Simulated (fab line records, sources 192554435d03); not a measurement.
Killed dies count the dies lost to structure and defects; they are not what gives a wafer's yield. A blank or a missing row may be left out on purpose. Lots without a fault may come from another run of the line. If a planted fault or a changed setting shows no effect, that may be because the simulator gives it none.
Matching of chambers	flow n5-finfet	N5_BEOL_M8_CMP_52 on cmp-01: 3 sister chambers
The step polishes, stops on SiCOH lowk, t overpolish 6.9 s, target thk 80 nm. 16 wafers are shown with their chamber, then 7 later ones without.

== EACH WAFER AND ITS CHAMBER ==
wafer	chamber	barrier-field-endpoint-s (s)	motor-current-A (A)	time-to-endpoint-s (s)
L074.2	1	28.4	6.6	61
L074.3	3	28.2	6.1	57
L074.6	1	29.9	6.3	62
L079.1	1	28.4	6.5	63
L079.4	2	29.5	6.0	63
L079.6	2	29.5	6.3	63
L082.1	3	28.6	5.9	55
L082.2	1	29.7	6.2	59
L082.5	2	29.5	6.3	59
L081.1	1	29.2	6.4	63
L081.4	2	29.2	6.3	61
L081.5	2	29.3	5.8	62
L083.3	1	28.1	6.4	64
L083.4	3	28.4	5.6	63
L083.6	3	28.5	6.3	57
L090.1	1	30.7	6.5	70

SIGNATURES (means of the wafers above)
reading	chamber 1	chamber 2	chamber 3	scatter within a chamber
barrier-field-endpoint-s	29.200	29.400	28.425	0.659
motor-current-A	6.414	6.140	5.975	0.213
time-to-endpoint-s	63.14	61.60	58.00	3.01
Rule: for each reading, subtract the chamber's mean from the wafer's reading, divide by that reading's scatter and square the result; add these up over the readings and take the root, which gives the wafer's distance from the chamber. The wafer belongs to the nearest chamber; if the next one is less than 2 further off, it can't be placed. The scatter is the square root of a quotient: the sum, over the shown wafers, of each reading's squared deviation from its chamber's mean, divided by wafers minus chambers.

== WAFERS WITH NO CHAMBER GIVEN ==
wafer	barrier-field-endpoint-s (s)	motor-current-A (A)	time-to-endpoint-s (s)
L090.5	30.5	6.5	68
L090.6	29.6	5.9	67
L094.1	29.1	6.2	62
L094.3	28.2	5.4	61
L094.4	30.2	6.1	69
L097.3	29.4	6.2	62
L097.6	30.0	5.9	64

== WHICH CHAMBER EACH ONE RAN IN ==
wafer	from the rows above	in truth
L090.5	can't be placed: 1 or 2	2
L090.6	can't be placed: 2 or 1 or 3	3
L094.1	can't be placed: 2 or 1 or 3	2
L094.3	can't be placed: 3 or 2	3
L094.4	can't be placed: 2 or 1 or 3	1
L097.3	can't be placed: 2 or 1 or 3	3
L097.6	can't be placed: 2 or 1 or 3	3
0 of 7 placed correctly. Not placeable from these rows: 7 (in 7, the candidates include the true chamber). Placed wrongly: 0.
